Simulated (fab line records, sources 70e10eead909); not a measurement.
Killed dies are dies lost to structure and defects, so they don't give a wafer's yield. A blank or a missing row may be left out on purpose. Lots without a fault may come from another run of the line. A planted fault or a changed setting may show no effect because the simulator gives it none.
Chamber matching | flow nand_harc | NHARC_P_M0_ETCH_34 on rie_diel-07: 4 sister chambers
The step etches the open film in N2/H2, target depth 40 nm, overetch 12 nm, time 43.94 s. 4 wafers are shown with their chamber, then 12 later ones without.

WAFERS WITH THEIR CHAMBER
wafer  | chamber | drypump_motor_current_A (A)
L089.4 | 1       | 4.9
L091.4 | 3       | 5.4
L092.2 | 0       | 5.7
L092.4 | 2       | 6.6

WAFERS WITHOUT THEIR CHAMBER
wafer  | drypump_motor_current_A (A)
L095.1 | 6.7
L095.2 | 5.4
L095.6 | 5.4
L095.3 | 4.9
L095.4 | 6.7
L095.5 | 4.9
L096.1 | 5.7
L096.4 | 4.9
L096.6 | 4.9
L096.2 | 5.4
L096.3 | 6.6
L096.5 | 6.6

WHICH CHAMBER EACH WENT THROUGH
wafer  | from the rows above | in truth
L095.1 | 2                   | 2
L095.2 | 3                   | 3
L095.6 | 3                   | 3
L095.3 | 1                   | 1
L095.4 | 2                   | 2
L095.5 | 1                   | 1
L096.1 | 0                   | 0
L096.4 | 1                   | 1
L096.6 | 1                   | 1
L096.2 | 3                   | 3
L096.3 | 2                   | 2
L096.5 | 2                   | 2
Placed correctly: 12 of 12. Can't be placed from these rows: 0. Placed wrongly: 0.
How it was worked out, from the rows above alone: a wafer's distance from a chamber is the root of the sum, over the readings, of the square of ((its reading less the chamber's mean) divided by the reading's scatter). The wafer belongs to the nearest chamber; if the next one is less than 2 further off, it can't be placed. A chamber's mean is the mean of its shown wafers. The scatter: with one shown wafer a chamber, the root of the mean of the squares of how far each hidden wafer lies from its nearest shown one.
